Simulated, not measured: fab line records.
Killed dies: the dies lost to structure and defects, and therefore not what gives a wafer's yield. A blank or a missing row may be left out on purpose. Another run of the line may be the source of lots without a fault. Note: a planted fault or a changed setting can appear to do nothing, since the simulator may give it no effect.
Chamber matching | flow n5_finfet | N5_BEOL_M13_DEP_53 on pecvd-03: 3 sister chambers
The step deposits SiCN from 3MS/NH3, target thk 50 nm, time 17.8 s. 20 wafers are shown with their chamber, then 10 later ones without.

## WAFERS, EACH WITH ITS CHAMBER
wafer  | chamber | throttle_valve_pct (%) | showerhead_plenum_p_Torr (Torr)
L076.1 | 0       | 20.1                   | 4.172
L076.3 | 2       | 16.3                   | 4.175
L076.5 | 2       | 16.3                   | 4.157
L077.1 | 1       | 18.0                   | 4.168
L077.5 | 1       | 18.1                   | 4.162
L077.6 | 0       | 20.0                   | 4.188
L083.1 | 2       | 16.3                   | 4.168
L083.2 | 0       | 20.1                   | 4.175
L083.5 | 0       | 20.2                   | 4.176
L079.2 | 1       | 18.2                   | 4.162
L079.4 | 1       | 18.0                   | 4.165
L079.6 | 0       | 20.0                   | 4.175
L080.1 | 0       | 20.1                   | 4.176
L080.2 | 1       | 17.9                   | 4.166
L080.5 | 1       | 18.2                   | 4.170
L087.3 | 0       | 20.2                   | 4.195
L087.5 | 0       | 20.0                   | 4.180
L087.6 | 2       | 16.3                   | 4.172
L086.1 | 0       | 20.1                   | 4.185
L086.3 | 1       | 18.1                   | 4.166

SIGNATURES (means of the wafers above)
reading                  | chamber 0 | chamber 1 | chamber 2 | scatter within a chamber
throttle_valve_pct       | 20.089    | 18.071    | 16.300    | 0.0851
showerhead_plenum_p_Torr | 4.18022   | 4.16557   | 4.16800   | 0.0064
Rule: for a wafer and a chamber, the distance is found by dividing, reading by reading, the gap between the wafer's reading and the chamber's mean by the reading's scatter, squaring, summing and taking the root. If the next closest chamber is less than 2 further off than the closest, the wafer can't be placed; otherwise it belongs to the closest. The scatter: the root of (the sum of the squares of (reading less its chamber's mean) over the shown wafers, divided by (wafers less chambers)).

## WAFERS WITH NO CHAMBER GIVEN
wafer  | throttle_valve_pct (%) | showerhead_plenum_p_Torr (Torr)
L086.4 | 16.2                   | 4.171
L091.1 | 18.3                   | 4.154
L091.4 | 20.0                   | 4.187
L091.5 | 18.2                   | 4.170
L093.1 | 20.0                   | 4.176
L093.4 | 20.0                   | 4.193
L093.6 | 18.0                   | 4.159
L096.1 | 18.0                   | 4.168
L096.3 | 20.0                   | 4.185
L096.5 | 18.0                   | 4.167

## THE CHAMBER EACH PASSED THROUGH
wafer  | from the rows above | in truth
L086.4 | 2                   | 2
L091.1 | 1                   | 1
L091.4 | 0                   | 0
L091.5 | 1                   | 1
L093.1 | 0                   | 0
L093.4 | 0                   | 0
L093.6 | 1                   | 1
L096.1 | 1                   | 1
L096.3 | 0                   | 0
L096.5 | 1                   | 1
Placed correctly: 10 of 10. Number that these rows cannot place: 0. Placed wrongly: 0.
